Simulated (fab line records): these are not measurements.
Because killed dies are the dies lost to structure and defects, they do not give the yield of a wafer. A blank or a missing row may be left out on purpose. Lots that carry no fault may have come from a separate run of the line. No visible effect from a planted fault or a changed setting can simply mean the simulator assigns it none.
Matching of chambers	flow nand-harc	rie-diel-10 running NHARC_A_STAIRCASE_DESCUM_168: 4 sister chambers
The step chemistry O2, time 3 s. 8 wafers are shown with their chamber, then 9 later ones without.

EACH WAFER AND ITS CHAMBER
wafer	chamber	showerhead-plenum-p-Torr (Torr)	rf-vpp-V (V)
L082.4	2	2.02	58.6
L083.1	1	2.07	59.2
L083.5	1	2.07	59.2
L081.1	3	1.99	59.1
L081.6	0	1.81	58.6
L086.3	2	2.01	56.9
L086.5	3	1.98	59.1
L086.6	0	1.80	58.5

WAFERS WITH NO CHAMBER GIVEN
wafer	showerhead-plenum-p-Torr (Torr)	rf-vpp-V (V)
L093.1	1.80	56.2
L093.4	1.98	57.4
L093.5	2.06	57.9
L092.2	2.06	58.2
L092.5	2.06	58.7
L092.6	2.01	58.5
L092.1	2.01	59.9
L092.3	1.80	57.6
L092.4	1.98	59.5

EACH ONE'S CHAMBER
wafer	from the rows above	in truth
L093.1	0	0
L093.4	3	3
L093.5	1	1
L092.2	1	1
L092.5	1	1
L092.6	2	2
L092.1	can't be placed: 2 or 3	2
L092.3	0	0
L092.4	3	3
Placed correctly: 8 of 9. Can't be placed from these rows: 1 (the true chamber is among the candidates in 1). Number placed wrongly: 0.
How it was worked out, from the rows above alone: a wafer's distance from a chamber is the root of the sum, over the readings, of the square of ((its reading less the chamber's mean) divided by the reading's scatter). The wafer belongs to the nearest chamber; if the next one is less than 2 further off, it can't be placed. For every chamber, the mean is computed from those of its wafers that are shown. The scatter: the root of (the sum of the squares of (reading less its chamber's mean) over the shown wafers, divided by (wafers less chambers)).
